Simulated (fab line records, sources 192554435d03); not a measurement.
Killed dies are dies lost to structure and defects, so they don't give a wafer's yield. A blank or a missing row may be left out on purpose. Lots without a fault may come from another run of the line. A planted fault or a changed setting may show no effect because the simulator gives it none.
One fault seen from 3 desks | flow n5_finfet | each desk has only its own numbers; what lay behind them comes last

THE METROLOGY DESK
What the gauges read, lot by lot, whatever tool the lot ran on: means of the sampled wafers that have a number. A lot is out of limits, marked OUT, if its mean lies more than 4 standard deviations from the usual mean; the brackets give that distance. Of its 11 readings 7 are shown: those that lie furthest out on some lot.
Columns: A = thk_nm at N5_ILD0_THK_MEAS_13, usual 18.0 nm; B = DIBL_N at N5_BEOL_M4_RC_MEAS_101, usual 36.8 mV/V; C = DIBL_P at N5_BEOL_M4_RC_MEAS_101, usual 37.1 mV/V; D = IOFF_P at N5_BEOL_M4_RC_MEAS_101, usual 0.22 nA/um; E = SS_N at N5_BEOL_M4_RC_MEAS_101, usual 71.7 mV/dec; F = VT_N at N5_BEOL_M4_RC_MEAS_101, usual 248.8 mV; G = VT_P at N5_BEOL_M4_RC_MEAS_101, usual -250 mV
lot  | first seen here | A    | B    | C    | D    | E    | F     | G
L515 | day 3 17:38     | 18.7 | 37.3 | 38.3 | 0.22 | 72.0 | 247.4 | -251
L524 | day 6 00:50     | 17.4 | 37.1 | 38.3 | 0.20 | 71.7 | 248.2 | -255
L526 | day 6 12:38     | 18.0 | 34.5 | 33.3 | 0.17 | 71.3 | 251.8 | -254
L527 | day 6 17:20     | 17.9 | 37.1 | 40.0 | 0.26 | 72.5 | 249.3 | -246
L529 | day 7 05:26     | 17.7 | 37.7 | 36.0 | 0.24 | 71.5 | 250.6 | -249
L531 | day 7 16:42     | 17.3 | 37.0 | 37.0 | 0.23 | 71.4 | 248.0 | -248
L532 | day 8 02:46     | 19.2 | 35.8 | 36.7 | 0.22 | 71.2 | 250.2 | -250
L533 | day 8 04:08     | 19.6 | 38.0 | 38.0 | 0.24 | 72.0 | 245.0 | -248
L535 | day 8 22:02     | 19.1 | 38.1 | 36.7 | 0.18 | 71.8 | 250.2 | -256
L538 | day 9 09:16     | 17.3 | 37.0 | 36.8 | 0.22 | 71.2 | 250.4 | -248
This desk's finding: nothing out of limits on any of the 10 lots.

THE TOOL OWNER'S DESK: plasma_asher-02
The tool's own readings at N5_SDB_STRIP_22 (strips in N2/H2): means of the sampled wafers that have a number, for each lot that ran on this tool. A lot is out of limits, marked OUT, if its mean lies more than 4 standard deviations from the usual mean; the brackets give that distance.
Columns: A = drypump_motor_current_A at N5_SDB_STRIP_22, usual 5.8 A; B = heater_power_w at N5_SDB_STRIP_22, usual 354 W; C = oes_product_au at N5_SDB_STRIP_22, usual 0.714 a.u.; D = strip_time_to_endpoint_s at N5_SDB_STRIP_22, usual 96.2 s
lot  | first seen here | A   | B   | C                | D
L515 | day 3 18:37     | 5.9 | 317 | 0.716            | 96.4
L524 | day 6 01:46     | 5.8 | 362 | 0.691 (-5.0) OUT | 100.1 (+9.6) OUT
L526 | day 6 13:34     | 5.9 | 361 | 0.698            | 99.5 (+8.0) OUT
L527 | day 6 18:10     | 5.9 | 363 | 0.693 (-4.6) OUT | 99.6 (+8.2) OUT
This desk's finding: out of limits on L524, L526, L527; first on L524, day 6 01:46 (oes_product_au at N5_SDB_STRIP_22). In limits: L515.

THE DEFECT DESK
What the inspections along the route counted, lot by lot: means of the sampled wafers that have a number. A lot is out of limits, marked OUT, if its mean lies more than 4 standard deviations from the usual mean; the brackets give that distance.
Columns: A = raw_defect_count at N5_ILD0_INSPECT_06, usual 38
lot  | first seen here | A
L515 | day 3 17:40     | 22
L524 | day 6 00:51     | 32
L526 | day 6 12:40     | 30
L527 | day 6 17:22     | 43
L529 | day 7 05:28     | 24
L531 | day 7 16:44     | 56
L532 | day 8 02:47     | 37
L533 | day 8 04:10     | 23
L535 | day 8 22:04     | 40
L538 | day 9 09:17     | 52
This desk's finding: nothing out of limits on any of the 10 lots.

PUT TOGETHER
The tool owner's desk could have raised an alarm at day 6 01:46, on L524, L526, L527.
The metrology desk saw nothing out of limits.
The defect desk saw nothing out of limits.
The metrology desk has L524, L526, L527 on record, within its limits.
The defect desk has L524, L526, L527 on record, within its limits.
Of the lots named, all ran N5_SDB_STRIP_22 on plasma_asher-02.

WHAT THE SIMULATOR HAD PUT IN
Process parameter drift: plasma_asher-02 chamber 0, from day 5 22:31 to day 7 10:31, at N5_SDB_STRIP_22. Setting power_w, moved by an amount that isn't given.
Lots struck among those shown: L524, L526, L527.
Hours from the fault's start to each desk's first reading out of limits: the tool owner's desk, 3.
